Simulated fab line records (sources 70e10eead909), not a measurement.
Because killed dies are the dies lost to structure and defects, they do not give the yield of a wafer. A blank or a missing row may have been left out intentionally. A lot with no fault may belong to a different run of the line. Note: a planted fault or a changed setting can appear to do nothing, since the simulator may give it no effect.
fab line records	flow nand_harc
record: lots: 6	wafers: 18	last_day: 33
route steps=1302 shown A_CONTACT@1103 A_BLC@1107 END@1302
lots untouched by any fault: they come from a run of this same line in which no faults occurred
start_h: hours from the record's opening day to when the first of the lot's shown wafers began	wait_h: time in hours since the lot's previous step	" the same as in the row above	L1.1+2: several wafers, shown together as one row	- value missing, or start not given	* or withheld: withheld	< > ~ a bound
route shown NAME@n: a module of which the file shows steps, and the number in the route of the first	usual: mean/standard deviation taken from wafers without a fault	same: alike in all rows	chamber/n: place in a boat	sites: per-site readings	_std_site: the values' standard deviation	_edge_site: the outer-site mean with the inner-site mean subtracted	radius_mm: for every site, how far away it sits from the centre of the wafer	mask NAME#n: copy n	behind: the most recent tool/chamber to have shaped the wafer	hold: the reason the lot was held/the length of the hold in hours/how it ended	device: the transistor (n, p or np) that didn't switch	end of line: at the end of the route, the tests of the same wafers	a step with no rows: only its recipe	killed: dies lost to structure and defects at the first sort, not the wafer's yield	map: a wafer's dies, marking killed ones x, the rest . and places with no die _
set.NAME: the setting the step ran with; set.NAME@STEP: the setting that earlier step ran with	model.NAME: the simulator's own value behind a step, which no gauge read
lots at some steps of the route; a table a step, a row a wafer
services: the hour from which a tool's chamber was out of use, counted from the record's first day as start_h (under 0 if before that day), plus the number of hours and why
== steps ==
step: NHARC_A_CONTACT_CMP_20
recipe: t_overpolish_s: 30	target_thk_nm: 300
usual: motor_current_A: 12.3/0.77	overpolish_run_s: 29.999/0.0083	slurry_filter_dp_kPa: 13.51/0.12	slurry_flow_ml_min: 150.0/0.43	time_to_endpoint_s: 60.0/2.7
lot.wafer	tool	chamber	start_h	wait_h	motor_current_A	overpolish_run_s	slurry_filter_dp_kPa	slurry_flow_ml_min	time_to_endpoint_s
L788.4	cmp-04	1	527.67	0.5	12.6	29.989	13.28	150.4	61.2
L788.1	"	2	"	"	12.6	30.003	13.37	149.4	59.1
L788.5	"	2	"	"	12.9	29.985	13.61	149.7	61.5
L797.1	cmp-04	3	611.05	0.8	11.7	29.999	13.41	149.3	59.4
L797.2	"	0	"	"	13.5	29.991	13.43	149.9	58.7
L797.4	"	1	"	"	12.5	29.989	13.45	149.4	58.2
L804.3	cmp-03	3	673.62	0.5	11.6	29.987	13.46	149.4	53.1
L804.4	"	0	"	"	13.5	30.002	13.56	150.3	58.6
L804.6	"	3	"	"	11.5	30.009	13.46	150.1	55.9
L805.3	cmp-04	2	677.25	0.5	12.4	30.004	13.47	149.4	57.2
L805.1	"	3	"	"	12.3	29.994	13.67	149.4	58.2
L805.6	"	2	"	"	12.1	30.014	13.57	149.7	59.7
L810.1	cmp-03	2	740.23	0.8	10.6	30.004	13.56	149.8	63.9
L810.3	"	3	"	"	11.3	30.004	13.36	149.7	64.4
L810.5	"	3	"	"	11.6	29.987	13.46	149.8	61.3
L811.2	cmp-04	3	741.67	0.8	12.0	29.993	13.57	149.7	61.8
L811.6	"	2	"	"	11.7	30.016	13.56	150.0	59.5
L811.5	"	3	"	"	12.6	29.996	13.50	149.2	60.9
step: NHARC_A_CONTACT_SRD_22
step: NHARC_A_CONTACT_INSPECT_23
usual: raw_defect_count: 536/140
lot.wafer	tool	chamber	start_h	wait_h	raw_defect_count
L788.1	defect_inspect-01	-	528.07	0.1	458
L788.4	"	-	"	"	403
L788.5	"	-	"	"	513
L797.1	defect_inspect-02	-	611.42	0.1	558
L797.2	"	-	"	"	687
L797.4	"	-	"	"	746
L804.3	defect_inspect-02	-	674.01	0.1	535
L804.4	"	-	"	"	420
L804.6	"	-	"	"	406
L805.1	defect_inspect-02	-	677.63	0.1	440
L805.3	"	-	"	"	425
L805.6	"	-	"	"	442
L810.1	defect_inspect-01	-	740.63	0.1	491
L810.3	"	-	"	"	691
L810.5	"	-	"	"	330
L811.2	defect_inspect-01	-	742.05	0.1	469
L811.5	"	-	"	"	538
L811.6	"	-	"	"	628
step: NHARC_A_BLC_DEHYDRATE_00
recipe: temp_c: 150	time_s: 120
step: NHARC_A_BLC_HMDS_01
recipe: time_s: 30
step: NHARC_A_BLC_COAT_02
recipe: temp_c: 260	time_s: 75
step: NHARC_A_BLC_COAT_03
recipe: temp_c: 225	time_s: 65
step: NHARC_A_BLC_COAT_04
recipe: spin_rpm: 1500	resist_thk_nm: 90
step: NHARC_A_BLC_SOFTBAKE_05
recipe: temp_c: 105	time_s: 55
step: NHARC_A_BLC_EBR_06
step: NHARC_A_BLC_EXPOSE_07
recipe: na: 1.35	target_cd_nm: 100	dose_mj: 67.97	mask_id: A_BLC
step: NHARC_A_BLC_PEB_08
recipe: peb_temp_c: 100	peb_time_s: 65
usual: exhaust_pa: 45.2/0.75	heater_power_total_W: 156.6/0.41	plate_temp_C: 99.99/0.14	resist_line_temp_C: 23.01/0.1
lot.wafer	tool	chamber	start_h	wait_h	exhaust_pa	heater_power_total_W	plate_temp_C	resist_line_temp_C
L788.1	litho_track-04	0	528.51	0.1	45.8	156.2	99.86	22.81
L788.4	"	0	"	"	45.5	156.9	100.17	22.96
L788.5	"	0	"	"	45.2	156.6	99.80	23.00
L797.1	litho_track-06	0	611.85	0.1	45.0	157.2	99.96	23.00
L797.2	"	0	"	"	45.2	157.2	99.87	22.83
L797.4	"	0	"	"	44.6	156.4	100.20	22.95
L804.3	litho_track-04	0	674.44	0.0	45.3	149.2	97.06	23.07
L804.4	"	0	"	"	44.5	150.2	96.81	22.92
L804.6	"	0	"	"	44.9	149.9	96.88	22.93
L805.1	litho_track-04	0	678.06	0.1	45.3	150.3	96.87	22.99
L805.3	"	0	"	"	45.0	149.7	96.88	23.06
L805.6	"	0	"	"	44.8	150.1	96.94	23.07
L810.1	litho_track-04	0	741.06	0.1	45.1	156.3	99.84	22.95
L810.3	"	0	"	"	44.2	157.0	99.91	22.93
L810.5	"	0	"	"	44.5	156.8	99.98	22.88
L811.2	litho_track-01	0	742.48	0.1	44.0	157.0	99.95	23.03
L811.5	"	0	"	"	45.5	157.1	100.00	23.00
L811.6	"	0	"	"	44.5	156.1	100.00	22.96
step: NHARC_A_BLC_DEVELOP_09
recipe: develop_time_s: 35	dev_temp_c: 23
step: NHARC_A_BLC_CD_MEAS_10
recipe: target_cd_nm: 100	landing_energy_ev: 500
usual: cd_nm: 100.1/0.54
lot.wafer	tool	chamber	start_h	wait_h	cd_nm
L788.1	cd_sem-03	0	528.59	-	101.1
L788.4	"	0	"	"	101.0
L788.5	"	0	"	"	100.6
L797.1	cd_sem-03	0	611.93	-	99.9
L797.2	"	0	"	"	100.6
L797.4	"	0	"	"	100.2
L804.3	cd_sem-01	0	674.53	-	87.6
L804.4	"	0	"	"	87.3
L804.6	"	0	"	"	87.3
L805.1	cd_sem-03	0	678.13	-	87.6
L805.3	"	0	"	"	88.0
L805.6	"	0	"	"	87.5
L810.1	cd_sem-01	0	741.14	-	100.9
L810.3	"	0	"	"	101.2
L810.5	"	0	"	"	100.8
L811.2	cd_sem-03	0	742.56	-	99.7
L811.5	"	0	"	"	100.0
L811.6	"	0	"	"	100.0
step: NHARC_A_BLC_OVL_MEAS_11
usual: overlay_x_nm: 0.2/0.87	overlay_y_nm: -0.1/0.84
lot.wafer	tool	chamber	start_h	wait_h	overlay_x_nm	overlay_y_nm
L788.1	overlay-01	-	528.68	-	0.0	-0.7
L788.4	"	-	"	"	0.3	-1.0
L788.5	"	-	"	"	0.5	-1.2
L797.1	overlay-02	-	612.02	-	-0.8	0.0
L797.2	"	-	"	"	-0.4	0.1
L797.4	"	-	"	"	-0.4	0.2
L804.3	overlay-02	-	674.61	-	0.7	0.2
L804.4	"	-	"	"	0.6	0.2
L804.6	"	-	"	"	1.0	0.5
L805.1	overlay-01	-	678.22	-	-0.9	1.8
L805.3	"	-	"	"	-1.2	1.8
L805.6	"	-	"	"	-1.3	1.9
L810.1	overlay-02	-	741.23	-	-1.5	0.1
L810.3	"	-	"	"	-1.5	0.3
L810.5	"	-	"	"	-1.5	0.5
L811.2	overlay-02	-	742.64	-	1.0	-0.6
L811.5	"	-	"	"	0.8	-0.2
L811.6	"	-	"	"	1.2	-0.6
step: NHARC_A_BLC_INSPECT_12
usual: raw_defect_count: 90/35
lot.wafer	tool	chamber	start_h	wait_h	raw_defect_count
L788.1	defect_inspect-02	-	528.71	0.0	96
L788.4	"	-	"	"	104
L788.5	"	-	"	"	101
L797.1	defect_inspect-02	-	612.06	0.0	89
L797.2	"	-	"	"	94
L797.4	"	-	"	"	98
L804.3	defect_inspect-02	-	674.65	0.0	130
L804.4	"	-	"	"	112
L804.6	"	-	"	"	106
L805.1	defect_inspect-02	-	678.26	0.0	22
L805.3	"	-	"	"	25
L805.6	"	-	"	"	41
L810.1	defect_inspect-01	-	741.27	0.0	84
L810.3	"	-	"	"	86
L810.5	"	-	"	"	93
L811.2	defect_inspect-02	-	742.68	0.0	82
L811.5	"	-	"	"	83
L811.6	"	-	"	"	84
step: NHARC_A_BLC_DESCUM_15
recipe: time_s: 3	o2_flow_sccm: 200	ar_flow_sccm: 0	bias_power_w: 0	chemistry: O2
usual: drypump_motor_current_A: 5.9/0.53	oes_product_au: 1.000/0.007	rf_vpp_V: 57.7/1	showerhead_plenum_p_Torr: 1.89/0.094	throttle_valve_pct: 11.311/0.01
same: time_s: 3
lot.wafer	tool	chamber	start_h	wait_h	drypump_motor_current_A	oes_product_au	rf_hours_counter_h	rf_vpp_V	showerhead_plenum_p_Torr	throttle_valve_pct	model.A_BLC.cd_nm
L788.4	rie_diel-02	3	528.78	0.1	5.8	0.989	10	58.3	1.97	11.317	100.9
L788.1	"	1	"	"	6.4	0.992	9	58.8	1.90	11.315	100.6
L788.5	"	3	"	"	5.8	0.996	-	58.5	1.97	11.300	101
L797.4	rie_diel-05	1	612.13	0.1	6.7	0.995	2	57.6	1.92	11.315	100.1
L797.1	"	2	"	"	6.1	1.006	2	56.7	1.80	11.301	100
L797.2	"	3	"	"	5.7	0.996	2	55.7	1.82	11.325	100.2
L804.4	rie_diel-05	0	674.71	0.1	6.1	1.005	6	59.2	2.05	11.316	87.16
L804.3	"	3	"	"	5.8	1.004	7	56.7	1.81	11.303	87.05
L804.6	"	0	"	"	6.1	0.996	-	58.4	2.05	11.290	87.37
L805.1	rie_diel-12	0	678.34	0.1	5.7	0.996	19	57.7	1.96	11.301	87.82
L805.3	"	1	"	"	5.4	0.989	17	58.0	2.03	11.323	88.14
L805.6	"	3	"	"	6.2	0.993	-	57.5	1.84	11.303	88.17
L810.1	rie_diel-05	3	741.33	0.1	5.7	1.007	11	57.8	1.81	11.313	100
L810.3	"	2	"	"	6.1	1.004	11	58.0	1.80	11.341	100.6
L810.5	"	3	"	"	5.7	1.000	-	55.5	1.81	11.315	100.3
L811.2	rie_diel-05	2	742.76	0.1	6.1	0.996	12	58.1	1.80	11.315	99.79
L811.5	"	0	"	"	6.0	0.992	-	56.8	2.05	11.301	99.66
L811.6	"	1	"	"	6.8	0.988	-	57.9	1.92	11.306	100.3
step: NHARC_A_BLC_ETCH_16
recipe: target_depth_a: 390	over_etch_frac: 0.3	time_s: 65	ion_energy_ev: 80	cf4_flow_sccm: 150	ar_flow_sccm: 0	rf_w: 300	bias_w: 100	chemistry: CF4
usual: drypump_motor_current_A: 5.9/0.53	oes_product_au: 1.000/0.0063	rf_vpp_V: 150.8/1.3	showerhead_plenum_p_Torr: 1.74/0.078	throttle_valve_pct: 13.283/0.0095
same: time_s: 65
lot.wafer	tool	chamber	start_h	wait_h	drypump_motor_current_A	oes_product_au	rf_hours_counter_h	rf_vpp_V	showerhead_plenum_p_Torr	throttle_valve_pct
L788.1	rie_diel-02	1	528.86	0.1	6.4	1.001	9	150.6	1.76	13.271
L788.4	"	3	"	"	5.8	0.990	10	152.8	1.82	13.273
L788.5	"	1	"	"	6.4	0.998	-	152.1	1.76	13.286
L797.2	rie_diel-05	1	612.20	0.1	6.8	0.997	2	152.3	1.78	13.261
L797.1	"	3	"	"	5.7	1.005	2	148.6	1.69	13.269
L797.4	"	0	"	"	6.1	1.003	2	152.1	1.89	13.286
L804.4	rie_diel-05	3	674.80	0.1	5.7	1.000	7	149.7	1.68	13.297
L804.3	"	1	"	"	6.7	0.998	6	149.8	1.78	13.291
L804.6	"	2	"	"	6.1	1.015	-	150.4	1.67	13.295
L805.3	rie_diel-12	3	678.41	0.1	6.2	0.987	14	149.5	1.71	13.279
L805.1	"	2	"	"	6.3	1.013	12	149.7	1.66	13.290
L805.6	"	0	"	"	5.7	0.998	-	150.8	1.81	13.283
L810.3	rie_diel-05	1	741.41	0.1	6.8	0.996	11	152.2	1.77	13.277
L810.1	"	0	"	"	6.1	0.989	10	152.8	1.88	13.277
L810.5	"	1	"	"	6.8	0.998	-	150.1	1.77	13.280
L811.2	rie_diel-05	2	742.84	0.1	6.1	1.008	12	150.2	1.67	13.272
L811.6	"	3	"	"	5.7	1.008	-	149.9	1.68	13.291
L811.5	"	0	"	"	6.1	0.989	-	152.1	1.88	13.281
step: NHARC_A_BLC_ETCH_17
recipe: target_depth_a: 3900	over_etch_frac: 0.25	time_s: 609.38	ion_energy_ev: 200	n2_flow_sccm: 150	h2_flow_sccm: 150	ar_flow_sccm: 0	rf_w: 400	bias_w: 150	chemistry: N2/H2
usual: drypump_motor_current_A: 5.9/0.53	oes_product_au: 1.000/0.0064	rf_vpp_V: 429.6/3	showerhead_plenum_p_Torr: 2.00/0.1	throttle_valve_pct: 14.171/0.0096
same: time_s: 609.38
lot.wafer	tool	chamber	start_h	wait_h	drypump_motor_current_A	oes_product_au	rf_hours_counter_h	rf_vpp_V	showerhead_plenum_p_Torr	throttle_valve_pct
L788.4	rie_diel-02	2	-	-	5.3	1.006	10	428.9	1.92	14.173
L788.1	"	1	"	"	6.4	1.006	9	430.2	2.03	14.167
L788.5	"	2	"	"	5.3	1.006	-	426.3	1.92	14.173
L797.4	rie_diel-05	3	-	-	5.7	1.003	2	426.0	1.93	14.181
L797.2	"	0	"	"	6.1	0.999	2	435.5	2.19	14.169
L797.1	"	1	"	"	6.8	1.012	2	430.1	2.05	14.170
L804.4	rie_diel-05	3	-	-	5.8	0.994	7	427.2	1.93	14.169
L804.3	"	0	"	"	6.1	0.995	6	435.7	2.19	14.156
L804.6	"	1	"	"	6.8	1.004	-	430.8	2.05	14.158
L805.3	rie_diel-12	2	-	-	6.3	1.011	12	426.6	1.91	14.175
L805.1	"	3	"	"	6.3	0.998	14	428.5	1.96	14.167
L805.6	"	1	"	"	5.4	0.989	-	434.2	2.17	14.171
L810.3	rie_diel-05	3	-	-	5.7	1.000	11	427.2	1.93	14.177
L810.1	"	1	"	"	6.8	0.998	11	431.0	2.05	14.175
L810.5	"	3	"	"	5.7	0.995	-	429.1	1.93	14.179
L811.2	rie_diel-05	1	-	-	6.7	0.991	11	430.7	2.05	14.179
L811.5	"	2	"	"	6.1	0.995	-	426.1	1.91	14.153
L811.6	"	3	"	"	5.8	0.997	-	427.2	1.93	14.185
step: NHARC_A_BLC_ETCH_18
recipe: target_depth_a: 9100	c4f8_flow_sccm: 20	o2_flow_sccm: 10	ar_flow_sccm: withheld	rf_w: 600	bias_w: 1500	chemistry: C4F8/O2/Ar
usual: oes_product_au: 0.956/0.02	rf_vpp_V: 976/6.6
lot.wafer	tool	chamber	start_h	wait_h	oes_product_au	rf_hours_counter_h	rf_vpp_V	model.A_BLC.cd_nm
L788.4	rie_diel-02	3	-	-	0.918	10	981	101.2
L788.1	"	0	"	"	0.935	10	969	99.24
L788.5	"	2	"	"	0.927	-	971	100.2
L797.1	rie_diel-05	3	-	-	0.973	2	973	99.42
L797.2	"	0	"	"	0.965	2	986	98.58
L797.4	"	1	"	"	0.966	2	978	99.26
L804.3	rie_diel-05	1	-	-	0.963	6	977	85.85
L804.4	"	3	"	"	0.979	7	971	87.49
L804.6	"	2	"	"	0.986	-	970	84.75
L805.3	rie_diel-12	2	-	-	0.967	12	969	87.96
L805.1	"	1	"	"	0.977	17	987	85.92
L805.6	"	3	"	"	0.950	-	973	90.07
L810.3	rie_diel-05	2	-	-	0.924	11	969	100.1
L810.1	"	1	"	"	0.929	11	979	96.12
L810.5	"	2	"	"	0.929	-	970	97.38
L811.2	rie_diel-05	1	-	-	0.951	11	977	98.12
L811.5	"	3	"	"	0.962	-	972	99.55
L811.6	"	0	"	"	0.952	-	988	99.83
step: NHARC_A_BLC_CD_MEAS_19
usual: cd_nm: 99.8/1.5
lot.wafer	tool	chamber	start_h	wait_h	cd_nm
L788.1	cd_sem-03	-	529.75	-	99.6
L788.4	"	-	"	"	101.1
L788.5	"	-	"	"	99.9
L797.1	cd_sem-02	-	613.09	-	99.1
L797.2	"	-	"	"	98.5
L797.4	"	-	"	"	99.1
L804.3	cd_sem-01	-	675.68	-	85.7
L804.4	"	-	"	"	87.7
L804.6	"	-	"	"	85.0
L805.1	cd_sem-02	-	679.29	-	85.7
L805.3	"	-	"	"	87.8
L805.6	"	-	"	"	90.1
L810.1	cd_sem-01	-	742.29	-	96.1
L810.3	"	-	"	"	100.1
L810.5	"	-	"	"	97.2
L811.2	cd_sem-03	-	743.72	-	98.1
L811.5	"	-	"	"	99.6
L811.6	"	-	"	"	100.0
step: NHARC_A_BLC_STRIP_29
recipe: cf4_flow_sccm: 150	ar_flow_sccm: 0	bias_w: 0	chemistry: CF4
usual: drypump_motor_current_A: 5.9/0.52	oes_product_au: 0.998/0.0076	rf_vpp_V: 59.3/0.96	showerhead_plenum_p_Torr: 1.75/0.081	throttle_valve_pct: 13.283/0.0091
lot.wafer	tool	chamber	start_h	wait_h	drypump_motor_current_A	oes_product_au	rf_hours_counter_h	rf_vpp_V	showerhead_plenum_p_Torr	throttle_valve_pct
L788.4	rie_diel-05	2	529.85	0.1	6.1	1.007	7	60.2	1.67	13.282
L788.1	"	3	"	"	5.7	1.000	7	60.3	1.69	13.282
L788.5	"	0	"	"	6.0	0.995	-	61.3	1.89	13.269
L797.4	rie_diel-02	1	613.17	0.1	6.4	1.000	4	59.0	1.76	13.298
L797.2	"	2	"	"	5.3	0.997	5	58.1	1.67	13.286
L797.1	"	3	"	"	5.8	0.989	5	60.2	1.82	13.283
L804.4	rie_diel-05	1	675.74	0.1	6.8	0.997	6	60.8	1.78	13.280
L804.3	"	2	"	"	6.1	1.015	7	57.5	1.67	13.274
L804.6	"	2	"	"	6.1	1.007	-	58.3	1.67	13.279
L805.3	rie_diel-02	0	679.36	0.1	4.9	1.004	10	58.3	1.65	13.285
L805.1	"	3	"	"	5.8	1.004	10	58.9	1.81	13.276
L805.6	"	0	"	"	4.8	1.001	-	59.7	1.65	13.290
L810.3	rie_diel-02	3	742.39	0.1	5.8	0.996	14	58.4	1.81	13.278
L810.1	"	0	"	"	4.9	0.998	15	59.4	1.65	13.290
L810.5	"	2	"	"	5.3	0.997	-	59.8	1.67	13.284
L811.2	rie_diel-12	0	743.83	0.1	5.7	0.990	36	60.3	1.80	13.284
L811.6	"	1	"	"	5.4	0.988	-	57.9	1.87	13.301
L811.5	"	2	"	"	6.3	0.996	-	58.1	1.66	13.290
step: NHARC_END_SORT_01
recipe: temp_c: 25
usual: killed_at_array: 55/17	killed_at_other: 1.1/1.4	killed_at_periphery: 3.9/3	killed_dies: 59/17	killed_open: 3.5/2	killed_short: 2.6/1.6
same: gross_dies: 677
lot.wafer	tool	chamber	start_h	wait_h	killed_at_array	killed_at_other	killed_at_periphery	killed_dies	killed_open	killed_short
L805.1	prober-01	0	720.33	2.5	45	6	2	53	3	2
L805.3	prober-01	0	721.93	3.1	47	3	2	52	5	0
L805.6	prober-01	0	724.33	4.0	36	4	3	43	8	0
L804.3	prober-02	0	720.82	3.1	100	1	8	109	8	2
L804.4	prober-02	0	721.62	3.4	89	1	2	92	5	2
L804.6	prober-02	0	723.21	4.0	108	0	1	109	6	1
killed by level:class
L805.1 A_BLC:area_peb=24 A_CHANNEL_HOLE_D1:chamber_film_flake=11 THIN_TSV:chamber_film_flake=6 A_SLIT:chamber_film_flake=2 A_CONTACT:chamber_film_flake=2 P_CONTACT:geometric_particle:open=1 P_M0:geometric_particle:short=1 A_DECK1_JOINT:geometric_particle:open=1
L804.3 A_SLIT:chamber_film_flake=35 A_BLC:area_peb=31 A_CHANNEL_HOLE_D1:chamber_film_flake=25 P_M0:geometric_particle:open=2 P_M0:geometric_particle:short=2 P_M1:geometric_particle:open=2 P_STI:chamber_film_flake=2 A_CHANNEL_FILL_D2:chamber_film_flake=2
L804.4 A_BLC:area_peb=33 A_SLIT:chamber_film_flake=30 A_CHANNEL_HOLE_D1:chamber_film_flake=17 P_CONTACT:geometric_particle:open=2 A_CHANNEL_FILL_D2:geometric_particle:open=2 A_STAIRCASE:chamber_film_flake=2 A_ONON_D1:geometric_particle:short=1 A_CHANNEL_HOLE_D2:geometric_particle:open=1
L805.3 A_BLC:area_peb=26 A_CHANNEL_HOLE_D1:chamber_film_flake=9 A_SLIT:chamber_film_flake=3 THIN_TSV:chamber_film_flake=3 A_WL_FILL:geometric_particle:open=2 A_CONTACT:chamber_film_flake=2 P_M0:geometric_particle:open=1 P_M2:geometric_particle:open=1
L804.6 A_BLC:area_peb=39 A_SLIT:chamber_film_flake=32 A_CHANNEL_HOLE_D1:chamber_film_flake=23 A_CONTACT:chamber_film_flake=5 A_SOURCE_PLATE:geometric_particle:open=1 A_ONON_D1:geometric_particle:open=1 A_CHANNEL_FILL_D1:geometric_particle:open=1 A_CHANNEL_FILL_D2:geometric_particle:open=1
L805.6 A_CHANNEL_HOLE_D1:chamber_film_flake=13 A_CONTACT:chamber_film_flake=7 A_SLIT:chamber_film_flake=6 THIN_TSV:chamber_film_flake=4 A_M0:geometric_particle:open=3 A_BLC:area_peb=3 P_CONTACT:geometric_particle:open=1 P_M0:geometric_particle:open=1
== services ==
tool	chamber	start_h	hours	kind
litho_track-01	-	505.00	7.0	pm
cmp-03	-	514.97	10.9	repair
rie_diel-02	-	532.15	0.4	repair
litho_track-04	-	553.00	7.0	pm
cmp-03	-	554.00	4.0	pm
cmp-04	-	555.30	0.7	repair
cmp-04	-	566.16	4.4	repair
rie_diel-02	-	570.70	9.0	pm
rie_diel-05	-	583.87	9.0	pm
cmp-04	-	585.14	1.2	repair
cmp-04	-	601.15	4.0	pm
cmp-03	-	618.06	2.4	repair
rie_diel-12	-	626.15	9.0	pm
cmp-04	-	637.47	1.3	repair
rie_diel-05	0	651.53	7.3	repair
cmp-03	-	652.00	4.0	pm
rie_diel-12	-	690.23	0.2	repair
rie_diel-02	3	694.85	10.0	repair
cmp-04	-	699.15	4.0	pm
rie_diel-05	1	702.89	3.8	repair
cmp-04	-	708.03	18.8	repair
rie_diel-05	0	709.48	2.7	repair
cmp-03	-	714.75	0.9	repair
litho_track-04	-	728.00	7.0	pm
== key ==
first_sign: step: NHARC_A_BLC_PEB_08	reading: plate_temp_C	direction: down	sigmas: 23	usual: *	struck: *
effect: step: NHARC_A_BLC_PEB_08	reading: heater_power_total_W	direction: down	sigmas: 16	usual: *	struck: *
effect: step: NHARC_A_BLC_CD_MEAS_10	reading: cd_nm	direction: down	sigmas: 23	usual: 100.1	struck: 87.6
effect: step: NHARC_A_BLC_CD_MEAS_19	reading: cd_nm	direction: down	sigmas: 8.7	usual: 99.8	struck: 87.0
model_effect: step: NHARC_A_BLC_DESCUM_15	value: A_BLC.cd_nm	without: 99.85	struck: 87.62
model_effect: step: NHARC_A_BLC_ETCH_18	value: A_BLC.cd_nm	without: 99.24	struck: 87.01
more_kills_born_at: NHARC_A_BLC_PEB_08@litho_track-04: 156
met_at NHARC_A_BLC_PEB_08
struck_wafers L804.3,L804.4,L804.6,L805.1,L805.3,L805.6
tester_left_out L804,L805
onset_between 528.51 674.44
fault: kind: process_parameter_drift	tool: litho_track-04	chamber: -	onset_h: 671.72	steps: NHARC_A_BLC_PEB_08	channel: peb_temp_c	offset: *	shape: step	end_h: 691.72	acts_in: *	stated: *
tester_left_out: of these lots the tester's yield and bins aren't shown, on N5 and GAA mostly nor the transistor test; their killed dies are dies lost to structure and defects alone, not to doping, threshold or leakage, so they don't give the yield
